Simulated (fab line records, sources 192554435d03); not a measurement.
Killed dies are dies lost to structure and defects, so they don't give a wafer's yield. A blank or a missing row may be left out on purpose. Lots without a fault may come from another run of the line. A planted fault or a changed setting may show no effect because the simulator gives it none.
Problem report in the 8D (eight disciplines) form, filled by code | flow n5_finfet | the parts of the form that need people (team, actions taken, sign-off) are left out

1. THE PROBLEM
spin_speed_rpm at N5_BEOL_M6_COAT_60 reads a mean of 1400.3 rpm on 6 wafers of 2 lots; wafers without a fault read 1499.8 rpm with a standard deviation of 0.99. That is -99 or more standard deviations from the usual mean.
The step: time 60 s, resist thk 35 nm.
First seen on wafer L416.1, day 12 05:49, on litho_track-05. The record holds 39 wafers of 13 lots with a number at this step. Rule for "out", or "out of limits": more than 4 standard deviations from the usual mean. The other wafers with a number count as sound.

2. WHAT IT IS AND WHAT IT IS NOT
question                    | is                     | is not
which readings at this step | spin_speed_rpm         | -
which lots                  | L416, L420             | L401, L403, L404, L405, L407, L408, L409, L410, L415, L421, L423
which wafers of those lots  | all that have a number | -
read on which tools         | litho_track-05         | litho_track-01, litho_track-03
when                        | from day 12 05:49      | up to then (27 sound wafers); but 6 sound wafers of L421, L423 came after

3. SUSPECTS, AND WHAT RULES EACH OUT
Counting: a tool at a process step up to the reading stays a suspect if it ran every lot that is out and no sound lot after the first of them.
- cvd_co-02 at N5_BEOL_M5_CO_CAP_78 (material Co, precursor CCTBA/H2, target thk 2 nm, time 102.1 s): kept. It ran every lot that is out, first L416 (day 12 04:04), and no sound lot after that; its last sound lot up to then is L415 (day 11 18:32).
- litho_track-05 at N5_BEOL_M6_COAT_60 (time 60 s, resist thk 35 nm): kept. It ran every lot that is out, first L416 (day 12 05:49), and no sound lot after that; its last sound lot up to then is L415 (day 11 20:59). Its own readings are out on those wafers: spin_speed_rpm.
Left after counting: cvd_co-02 at N5_BEOL_M5_CO_CAP_78, litho_track-05 at N5_BEOL_M6_COAT_60.

4. THE CAUSE (what the simulator had put in)
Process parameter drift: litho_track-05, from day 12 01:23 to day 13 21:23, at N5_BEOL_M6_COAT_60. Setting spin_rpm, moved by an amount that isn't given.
Counting left 2 suspects, and this tool is among them.

5. THE CHAIN OF EFFECTS, in route order
Each row: a reading whose mean over the struck wafers that have a number lies more than 3 standard deviations from the usual. Only readings for which the record gives a usual standard deviation are gone through. hours: the time from each lot's start at the first step in this table that gives one to its start at this step, as a median over the lots. sigmas: the change in usual standard deviations.
hours | step               | reading        | usual      | on struck wafers | change | sigmas
0     | N5_BEOL_M6_COAT_60 | spin_speed_rpm | 1499.8 rpm | 1400.3           | -99.5  | -99 or more
The process steps in it:
- N5_BEOL_M6_COAT_60: time 60 s, resist thk 35 nm.

6. WHAT WOULD HAVE CAUGHT IT SOONER
In this record the first reading out of limits was taken at day 12 05:49, 4 hours after the fault began at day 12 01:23.
